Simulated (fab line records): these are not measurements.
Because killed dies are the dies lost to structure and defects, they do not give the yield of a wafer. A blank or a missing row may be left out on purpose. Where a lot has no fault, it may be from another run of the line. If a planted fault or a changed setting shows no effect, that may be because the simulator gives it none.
Which tool did it? :: flow n5_finfet :: 12 lots, 36 wafers sampled, at 3 steps of a route of 1938

WHAT THE GAUGES SHOWED, per wafer
N5_BEOL_M9_RS_MEAS_57: measurement is done with a four-point probe.
lot: L075
measured: day 9 22:29
on: film_metro-01
M9_RS (ohm/sq): 0.146 0.153 0.151

lot: L077
measured: day 10 08:55
on: film_metro-02
M9_RS (ohm/sq): 0.155 0.155 0.150

lot: L079
measured: day 10 23:03
on: film_metro-02
M9_RS (ohm/sq): 0.152 0.151 0.152

lot: L082
measured: day 11 15:26
on: film_metro-02
M9_RS (ohm/sq): 0.149 0.147 0.144

lot: L083
measured: day 11 21:59
on: film_metro-02
M9_RS (ohm/sq): 0.150 0.148 0.148

lot: L086
measured: day 12 09:53
on: film_metro-02
M9_RS (ohm/sq): 0.155 0.153 0.152

lot: L087
measured: day 12 22:45
on: film_metro-01
M9_RS (ohm/sq): 0.151 0.146 0.153

lot: L088
measured: day 13 05:25
on: film_metro-01
M9_RS (ohm/sq): 0.146 0.148 0.149

lot: L091
measured: day 14 05:44
on: film_metro-02
M9_RS (ohm/sq): 0.149 0.142 0.149

lot: L093
measured: day 14 09:16
on: film_metro-01
M9_RS (ohm/sq): 0.149 0.148 0.151

lot: L095
measured: day 15 00:59
on: film_metro-01
M9_RS (ohm/sq): 0.157 0.150 0.156

lot: L096
measured: day 15 13:09
on: film_metro-01
M9_RS (ohm/sq): 0.143 0.149 0.151

TOOL THAT RAN EACH LOT (tool first, then ch and the chambers of the sampled wafers, then the start)
lot: L075
N5_BEOL_M9_DEGAS_44: pvd_sputter-01, day 9 20:09
N5_BEOL_M9_ANNEAL_51: rtp_anneal-02 ch 0, day 9 21:38

lot: L077
N5_BEOL_M9_DEGAS_44: pvd_sputter-02, day 10 07:22
N5_BEOL_M9_ANNEAL_51: rtp_anneal-02 ch 0, day 10 08:10

lot: L079
N5_BEOL_M9_DEGAS_44: pvd_sputter-03, day 10 20:08
N5_BEOL_M9_ANNEAL_51: rtp_anneal-01 ch 0, day 10 22:19

lot: L082
N5_BEOL_M9_DEGAS_44: pvd_sputter-03, day 11 13:37
N5_BEOL_M9_ANNEAL_51: rtp_anneal-02 ch 0, day 11 14:45

lot: L083
N5_BEOL_M9_DEGAS_44: pvd_sputter-03, day 11 20:01
N5_BEOL_M9_ANNEAL_51: rtp_anneal-01 ch 0, day 11 21:21

lot: L086
N5_BEOL_M9_DEGAS_44: pvd_sputter-03, day 12 07:54
N5_BEOL_M9_ANNEAL_51: rtp_anneal-02 ch 0, day 12 09:12

lot: L087
N5_BEOL_M9_DEGAS_44: pvd_sputter-01, day 12 20:59
N5_BEOL_M9_ANNEAL_51: rtp_anneal-02 ch 0, day 12 22:08

lot: L088
N5_BEOL_M9_DEGAS_44: pvd_sputter-03, day 13 02:40
N5_BEOL_M9_ANNEAL_51: rtp_anneal-02 ch 0, day 13 04:44

lot: L091
N5_BEOL_M9_DEGAS_44: pvd_sputter-01, day 14 04:07
N5_BEOL_M9_ANNEAL_51: rtp_anneal-02 ch 0, day 14 05:00

lot: L093
N5_BEOL_M9_DEGAS_44: pvd_sputter-01, day 14 07:43
N5_BEOL_M9_ANNEAL_51: rtp_anneal-01 ch 0, day 14 08:32

lot: L095
N5_BEOL_M9_DEGAS_44: pvd_sputter-01, day 14 23:01
N5_BEOL_M9_ANNEAL_51: rtp_anneal-01 ch 0, day 15 00:16

lot: L096
N5_BEOL_M9_DEGAS_44: pvd_sputter-01, day 15 09:52
N5_BEOL_M9_ANNEAL_51: rtp_anneal-01 ch 0, day 15 12:25
- N5_BEOL_M9_DEGAS_44: time 60 s.
- N5_BEOL_M9_ANNEAL_51: time 90 s.

THE ANSWER, worked out from the rows above alone
Rule: the usual values come from the lots themselves. Put in order of their means at a reading, lots are off if they are a third of the lots or fewer, leave a main group of 4 or more, and stand apart from it by a gap of 3 or more times the standard deviation of the main group's means; of several such gaps the widest counts. If all means in a main group match to the digits the tables above print for the reading, that group is not used. Also off: a lot with no number at a reading for which 4 or more lots have one. Any other lot the step has rows for is counted as sound.
Nothing can be told from this: no lot is off at any reading shown.

WHAT WAS PUT IN BY THE SIMULATOR
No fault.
